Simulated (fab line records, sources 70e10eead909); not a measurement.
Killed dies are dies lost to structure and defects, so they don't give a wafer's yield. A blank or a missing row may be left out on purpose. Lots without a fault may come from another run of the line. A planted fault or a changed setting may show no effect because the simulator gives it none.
Chamber matching | flow nand_harc | NHARC_P_BONDPAD_ACTIVATE_29 on rie_diel-12: 4 sister chambers
The step chemistry N2, time 60 s. 18 wafers are shown with their chamber, then 9 later ones without.

WAFERS WITH THEIR CHAMBER
wafer  | chamber | showerhead_plenum_p_Torr (Torr) | drypump_motor_current_A (A) | rf_vpp_V (V)
L738.1 | 2       | 1.80                            | 6.0                         | 63.3
L738.2 | 3       | 1.65                            | 4.8                         | 62.6
L738.3 | 0       | 1.88                            | 5.9                         | 64.6
L739.1 | 0       | 1.88                            | 5.8                         | 64.7
L739.2 | 3       | 1.65                            | 4.8                         | 62.7
L739.4 | 2       | 1.80                            | 6.0                         | 63.1
L743.2 | 1       | 1.74                            | 5.4                         | 64.8
L743.4 | 0       | 1.88                            | 5.9                         | 64.6
L743.6 | 1       | 1.74                            | 5.5                         | 64.0
L744.1 | 1       | 1.74                            | 5.5                         | 64.4
L744.4 | 0       | 1.88                            | 5.9                         | 65.1
L744.6 | 2       | 1.80                            | 6.0                         | 64.8
L748.1 | 3       | 1.64                            | 4.9                         | 62.5
L748.3 | 0       | 1.88                            | 5.9                         | 64.0
L748.6 | 0       | 1.88                            | 5.9                         | 63.2
L746.1 | 3       | 1.65                            | 4.8                         | 64.1
L746.4 | 1       | 1.74                            | 5.4                         | 63.4
L746.5 | 0       | 1.88                            | 5.9                         | 65.1

SIGNATURES (means of the wafers above)
reading                  | chamber 0 | chamber 1 | chamber 2 | chamber 3 | scatter within a chamber
showerhead_plenum_p_Torr | 1.8800    | 1.7400    | 1.8000    | 1.6475    | 0.00231
drypump_motor_current_A  | 5.886     | 5.450     | 6.000     | 4.825     | 0.0432
rf_vpp_V                 | 64.471    | 64.150    | 63.733    | 62.975    | 0.718
Rule: a wafer's distance from a chamber is the root of the sum, over the readings, of the square of ((its reading less the chamber's mean) divided by the reading's scatter). The wafer belongs to the nearest chamber; if the next one is less than 2 further off, it can't be placed. The scatter: the root of (the sum of the squares of (reading less its chamber's mean) over the shown wafers, divided by (wafers less chambers)).

WAFERS WITHOUT THEIR CHAMBER
wafer  | showerhead_plenum_p_Torr (Torr) | drypump_motor_current_A (A) | rf_vpp_V (V)
L753.2 | 1.64                            | 4.8                         | 64.8
L753.3 | 1.80                            | 6.0                         | 64.9
L753.6 | 1.88                            | 5.9                         | 63.8
L757.2 | 1.80                            | 6.0                         | 63.0
L757.5 | 1.80                            | 6.0                         | 63.5
L757.6 | 1.64                            | 4.8                         | 63.7
L758.4 | 1.80                            | 6.0                         | 65.1
L758.5 | 1.88                            | 5.9                         | 67.1
L758.6 | 1.64                            | 4.8                         | 64.4

WHICH CHAMBER EACH WENT THROUGH
wafer  | from the rows above | in truth
L753.2 | 3                   | 3
L753.3 | 2                   | 2
L753.6 | 0                   | 0
L757.2 | 2                   | 2
L757.5 | 2                   | 2
L757.6 | 3                   | 3
L758.4 | 2                   | 2
L758.5 | 0                   | 0
L758.6 | 3                   | 3
Placed correctly: 9 of 9. Can't be placed from these rows: 0. Placed wrongly: 0.
